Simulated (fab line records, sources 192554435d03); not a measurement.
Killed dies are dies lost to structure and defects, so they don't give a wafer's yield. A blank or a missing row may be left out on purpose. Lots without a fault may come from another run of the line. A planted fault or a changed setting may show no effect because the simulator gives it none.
Split-lot experiment | flow n5_finfet | 7 lots, 21 wafers read, on a route of 1938 steps

THE SPLIT
At N5_MIM_BOT_ETCH_ETCH_04 (etches SiNx in CF4/O2, target depth 26 nm, time 13 s), the setting time_s was moved away from the recipe's 13 s on 5 of the 21 wafers read, by -19.5% to +16.7%. The other wafers ran this setting at the recipe's value.

The reading is taken at the split's own step.

THE READING
etch.depth_nm (the simulator's own value, which no gauge read), in nm, at N5_MIM_BOT_ETCH_ETCH_04 (etches SiNx in CF4/O2, target depth 26 nm, time 13 s). The file gives no usual value for it. The 16 wafers here that ran the recipe average 26.13 nm, standard deviation 0.43 nm.

wafer  | tool, chamber at the split | time_s as run, s | against the recipe | etch.depth_nm, nm | against lot-mates on the recipe
L074.3 | rie_diel-05, 3             | 15.17            | +16.7%             | 29.58             | +4.29
L074.5 | rie_diel-05, 2             | 15.17            | +16.7%             | 29.93             | +4.64
L074.6 | rie_diel-05, 3             | 13               | recipe             | 25.29             | -
L076.1 | rie_diel-06, 3             | 13               | recipe             | 26.46             | -
L076.4 | rie_diel-06, 2             | 10.46            | -19.5%             | 20.58             | -5.51
L076.6 | rie_diel-06, 2             | 13               | recipe             | 25.72             | -
L079.1 | rie_diel-06, 1             | 13               | recipe             | 26.56             | -
L079.2 | rie_diel-06, 0             | 13               | recipe             | 25.74             | -
L079.6 | rie_diel-06, 1             | 13               | recipe             | 26.71             | -
L082.4 | rie_diel-06, 2             | 13               | recipe             | 25.56             | -
L082.5 | rie_diel-06, 1             | 14.56            | +12.0%             | 29.77             | +4.19
L082.6 | rie_diel-06, 0             | 13               | recipe             | 25.6              | -
L085.4 | rie_diel-06, 0             | 13               | recipe             | 25.81             | -
L085.5 | rie_diel-06, 1             | 13               | recipe             | 26.48             | -
L085.6 | rie_diel-06, 3             | 13               | recipe             | 26.64             | -
L087.1 | rie_diel-06, 1             | 11.29            | -13.2%             | 22.78             | -3.59
L087.2 | rie_diel-06, 3             | 13               | recipe             | 26.45             | -
L087.4 | rie_diel-06, 3             | 13               | recipe             | 26.29             | -
L090.2 | rie_diel-02, 1             | 13               | recipe             | 26.3              | -
L090.5 | rie_diel-02, 1             | 13               | recipe             | 26.43             | -
L090.6 | rie_diel-02, 0             | 13               | recipe             | 26.03             | -

THE FIT
A straight line over all 21 wafers: etch.depth_nm changes by +0.253 nm for each +1% of time_s; r = +0.97; the points scatter about the line by 0.48 nm.
The same after taking each lot's own level away (the mean of its wafers on the recipe; 21 wafers): +0.282 nm for each +1%; r = +0.99; scatter 0.34 nm.
On that fit, the largest move of time_s shifts the reading by 5.5 nm.
The lots' own levels span 25.290 to 26.370 nm, that is 2.5 times the standard deviation above.
So the lot-to-lot level changes the slope: the two fits differ.
Check: with one of the wafers moved furthest among these (-19.5%) left out of the fit, the line predicts -5.47 nm for it against its lot-mates. It came out at -5.51 nm against them.

OTHER SPLITS ON THESE WAFERS
These wafers also went through other splits before the reading. Each is held against what the fit with the lots' levels taken away leaves over:
other split on the same wafers        | wafers away from the commonest value | r with etch.depth_nm (lot level and that fit taken away)
N5_BEOL_M14_TRENCH_ETCH_34 bias_w     | 7                                    | -0.25
N5_BEOL_M15_PEB_26 peb_time_s         | 8                                    | +0.20
N5_BEOL_M15_DEVELOP_27 develop_time_s | 9                                    | -0.06
N5_MIM_BOT_LITHO_PEB_06 peb_time_s    | as run: not given for these wafers   | -

THE FILE'S OWN FIT
etch.depth_nm changes by +0.286 nm for each +1% of time_s, r = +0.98.
